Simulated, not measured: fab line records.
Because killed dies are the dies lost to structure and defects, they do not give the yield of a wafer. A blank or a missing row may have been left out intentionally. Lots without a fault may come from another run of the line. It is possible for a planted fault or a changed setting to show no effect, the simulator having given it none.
Problem report in the 8D (eight disciplines) form, filled by code | flow n5-finfet | the parts of the form that need people (team, actions taken, sign-off) are left out

1. THE PROBLEM
Wafers without a fault read 1499.9 rpm, standard deviation 1; spin-speed-rpm at N5_BEOL_M0_CUTY_COAT_51 reads a mean of 1405.7 rpm on 6 wafers belonging to 2 lots. That is -94 standard deviations from the usual mean.
The step: resist thk 150 nm.
First seen on wafer L647.1, day 6 23:35, on litho-track-04. Wafers with a number at this step in the record: 12, from 4 lots. The rule behind "out" and "out of limits": a value lying over 4 standard deviations away from the usual mean. The other wafers with a number count as sound.

2. WHAT IT IS, WHAT IT ISN'T
question                    | is                     | is not
which readings at this step | spin-speed-rpm         | -
which lots                  | L647, L653             | L644, L662
which wafers of those lots  | all that have a number | -
read on which tools         | litho-track-04         | litho-track-05
when                        | from day 6 23:35       | up to then (3 sound wafers); but 3 sound wafers of L662 came after

3. WHAT RULES OUT EACH SUSPECT
Counting: a tool at a process step up to the reading stays a suspect if it ran every lot that is out and no sound lot after the first of them.
- litho-track-04 at N5_BEOL_M0_CUTY_COAT_51 (resist thk 150 nm): kept. All lots that are out passed through it, beginning with L647 at day 6 23:35, and no sound lot followed; its final sound lot before that point was L644 at day 6 02:03. Its own readings are out on those wafers: spin-speed-rpm.
Remaining after the count: litho-track-04 at N5_BEOL_M0_CUTY_COAT_51.

4. THE CAUSE (what the simulator had put in)
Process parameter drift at N5_BEOL_M0_CUTY_COAT_51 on litho-track-04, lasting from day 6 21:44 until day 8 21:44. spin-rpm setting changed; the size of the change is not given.
This tool alone remained once counting was done.

5. THE EFFECT CHAIN, in route order
Each row: a reading whose mean over the struck wafers that have a number lies more than 3 standard deviations from the usual. Scope: only readings with a usual standard deviation given in the record; hours: median across lots of the time from each lot's start at the first step in this table that gives one to its start at this step; sigmas: change in usual standard deviations.
hours | step                    | reading        | usual      | on struck wafers | change | sigmas
0     | N5_BEOL_M0_CUTY_COAT_51 | spin-speed-rpm | 1499.9 rpm | 1405.7           | -94.2  | -94
Its process steps:
- N5_BEOL_M0_CUTY_COAT_51: resist thk 150 nm.
Later measuring or inspecting steps at which every struck wafer that the step has a row for has a number for every such reading, and none has moved that far: N5_BEOL_M4_RC_MEAS_101.

6. HOW IT WOULD HAVE BEEN CAUGHT EARLIER
In this record the first reading out of limits was taken at day 6 23:35, 2 hours after the fault began at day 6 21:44.
